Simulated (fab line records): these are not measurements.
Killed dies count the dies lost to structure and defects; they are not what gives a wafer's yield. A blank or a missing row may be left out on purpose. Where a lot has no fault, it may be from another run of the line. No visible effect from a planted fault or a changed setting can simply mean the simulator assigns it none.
Code-filled problem report in 8D (eight disciplines) form :: flow nand-harc :: the parts of the form that need people (team, actions taken, sign-off) are left out

## 1. PROBLEM STATEMENT
Mean of oes-product-au at NHARC_P_ZERO_WELL_ETCH_62: 1.161 a.u. across 6 wafers in 2 lots; on wafers with no fault it is 0.962 a.u. (standard deviation 0.019). That is +11 standard deviations from the usual mean.
The step: etches the open film in CHF3/Ar, target depth 13 nm, time 6.5 s.
Earliest sighting: wafer L444.3 on rie-diel-05 at day 6 07:33. The record has a number at this step for 39 wafers belonging to 13 lots. Rule for "out", or "out of limits": more than 4 standard deviations from the usual mean. All remaining wafers that have a number are taken as sound.

## 2. WHAT IT IS, WHAT IT ISN'T
question: which readings at this step
is: oes-product-au
is not: chamber-pressure-mTorr, drypump-motor-current-A, rf-vpp-V, showerhead-plenum-p-Torr

question: which lots
is: L444, L445
is not: L427, L428, L429, L430, L431, L432, L433, L435, L439, L447, L448

question: which wafers of those lots
is: all that have a number
is not: -

question: read on which tools
is: rie-diel-05
is not: rie-diel-07, rie-diel-10

question: when
is: from day 6 07:33
is not: up to then (27 sound wafers); but 6 sound wafers of L447, L448 came after

## 3. THE SUSPECTS, EACH WITH WHAT RULES IT OUT
Counting: any tool at a process step up to the reading is kept as a suspect provided that every lot that is out went through it and no sound lot did after the first of them.
- rie-diel-05 at NHARC_P_ZERO_WELL_ETCH_62 (etches the open film in CHF3/Ar, target depth 13 nm, time 6.5 s): kept. Every lot that is out went through it, starting with L444 (day 6 07:33), and after that it ran no sound lot; the last sound lot it ran before then is L433 (day 3 13:35). Out on those wafers are its own readings of oes-product-au.
The count leaves rie-diel-05 at NHARC_P_ZERO_WELL_ETCH_62.

## 4. THE CAUSE (what the simulator had put in)
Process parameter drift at NHARC_P_ZERO_WELL_ETCH_62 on rie-diel-05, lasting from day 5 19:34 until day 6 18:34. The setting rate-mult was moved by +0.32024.
After counting, this tool was the only one left.

## 5. SEQUENCE OF EFFECTS, ordered by route
Each row: a reading whose mean over the struck wafers that have a number lies more than 3 standard deviations from the usual. Only readings whose record carries a usual standard deviation are examined. hours: median over the lots of the time between each lot's start at the first step of this table that gives one and its start at this step. sigmas: the change, counted in usual standard deviations.
hours: 0
step: NHARC_P_ZERO_WELL_ETCH_62
reading: oes-product-au
usual: 0.962 a.u.
on struck wafers: 1.161
change: +0.200
sigmas: +11
Its process steps:
- NHARC_P_ZERO_WELL_ETCH_62: etches the open film in CHF3/Ar, target depth 13 nm, time 6.5 s.
Later measuring or inspecting steps at which every struck wafer that the step has a row for has a number for every such reading, and none has moved that far: NHARC_P_GATE_CD_MEAS_26, NHARC_END_SORT_01.

## 6. HOW IT WOULD HAVE BEEN CAUGHT EARLIER
12 hours passed between the start of the fault at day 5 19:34 and the first reading out of limits in this record, taken at day 6 07:33.
